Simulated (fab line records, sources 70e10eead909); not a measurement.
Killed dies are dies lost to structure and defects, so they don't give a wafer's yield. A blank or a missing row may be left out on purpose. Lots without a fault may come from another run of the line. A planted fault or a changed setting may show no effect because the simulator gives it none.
Chamber matching | flow nand_harc | NHARC_A_STAIRCASE_ETCH_313 on rie_diel-04: 4 sister chambers
The step etches the open film in CF4/CHF3. 7 wafers are shown with their chamber, then 8 later ones without.

WAFERS WITH THEIR CHAMBER
wafer  | chamber | showerhead_plenum_p_Torr (Torr) | rf_vpp_V (V)
L077.6 | 3       | 1.66                            | 373.1
L084.3 | 2       | 1.69                            | 373.0
L085.4 | 2       | 1.69                            | 374.9
L086.2 | 0       | 1.54                            | 368.8
L086.5 | 0       | 1.54                            | 369.5
L086.6 | 1       | 1.69                            | 374.3
L091.1 | 1       | 1.68                            | 373.6

WAFERS WITHOUT THEIR CHAMBER
wafer  | showerhead_plenum_p_Torr (Torr) | rf_vpp_V (V)
L091.4 | 1.53                            | 371.4
L091.6 | 1.68                            | 375.5
L090.2 | 1.68                            | 373.7
L090.3 | 1.65                            | 372.4
L090.6 | 1.65                            | 373.7
L094.4 | 1.68                            | 372.6
L094.5 | 1.68                            | 375.2
L094.6 | 1.68                            | 373.8

WHICH CHAMBER EACH WENT THROUGH
wafer  | from the rows above     | in truth
L091.4 | 0                       | 0
L091.6 | can't be placed: 1 or 2 | 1
L090.2 | can't be placed: 1 or 2 | 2
L090.3 | 3                       | 3
L090.6 | 3                       | 3
L094.4 | can't be placed: 1 or 2 | 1
L094.5 | can't be placed: 1 or 2 | 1
L094.6 | can't be placed: 1 or 2 | 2
Placed correctly: 3 of 8. Can't be placed from these rows: 5 (the true chamber is among the candidates in 5). Placed wrongly: 0.
How it was worked out, from the rows above alone: a wafer's distance from a chamber is the root of the sum, over the readings, of the square of ((its reading less the chamber's mean) divided by the reading's scatter). The wafer belongs to the nearest chamber; if the next one is less than 2 further off, it can't be placed. A chamber's mean is the mean of its shown wafers. The scatter: the root of (the sum of the squares of (reading less its chamber's mean) over the shown wafers, divided by (wafers less chambers)).
